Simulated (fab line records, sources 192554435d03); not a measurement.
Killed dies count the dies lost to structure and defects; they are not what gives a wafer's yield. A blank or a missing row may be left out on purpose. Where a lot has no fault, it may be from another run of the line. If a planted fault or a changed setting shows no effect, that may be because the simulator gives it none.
Chamber matching :: flow n5-finfet :: 4 sister chambers for N5_BEOL_M13_CMP_49 on cmp-02
The step polishes, stops on SiOC, t overpolish 17.1 s, target thk 420 nm. 4 wafers are shown with their chamber, then 7 later ones without.

== EACH WAFER AND ITS CHAMBER ==
wafer: L088.1
chamber: 2
motor-current-A (A): 6.6

wafer: L088.5
chamber: 3
motor-current-A (A): 5.6

wafer: L093.1
chamber: 0
motor-current-A (A): 6.7

wafer: L093.3
chamber: 1
motor-current-A (A): 5.7

== WAFERS MISSING THEIR CHAMBER ==
wafer: L093.4
motor-current-A (A): 7.0

wafer: L095.2
motor-current-A (A): 6.0

wafer: L095.4
motor-current-A (A): 7.3

wafer: L095.5
motor-current-A (A): 5.9

wafer: L096.1
motor-current-A (A): 5.9

wafer: L096.4
motor-current-A (A): 7.0

wafer: L096.5
motor-current-A (A): 5.9

== EACH ONE'S CHAMBER ==
wafer: L093.4
from the rows above: can't be placed: 0 or 2
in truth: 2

wafer: L095.2
from the rows above: can't be placed: 1 or 3 or 2 or 0
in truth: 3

wafer: L095.4
from the rows above: can't be placed: 0 or 2
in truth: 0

wafer: L095.5
from the rows above: can't be placed: 1 or 3 or 2 or 0
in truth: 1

wafer: L096.1
from the rows above: can't be placed: 1 or 3 or 2 or 0
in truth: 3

wafer: L096.4
from the rows above: can't be placed: 0 or 2
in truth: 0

wafer: L096.5
from the rows above: can't be placed: 1 or 3 or 2 or 0
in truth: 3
Correct placement for 0 of the 7. From these rows, 7 cannot be placed; in 7 the true chamber is one of the candidates. Wrongly placed: 0.
How it was worked out, from the rows above alone: a wafer's distance from a chamber is the root of the sum, over the readings, of the square of ((its reading less the chamber's mean) divided by the reading's scatter). The wafer belongs to the nearest chamber; if the next one is less than 2 further off, it can't be placed. Each chamber's mean is taken over the wafers shown for it. The scatter: root of mean squared gap, hidden wafer to nearest shown wafer, with one shown wafer a chamber.
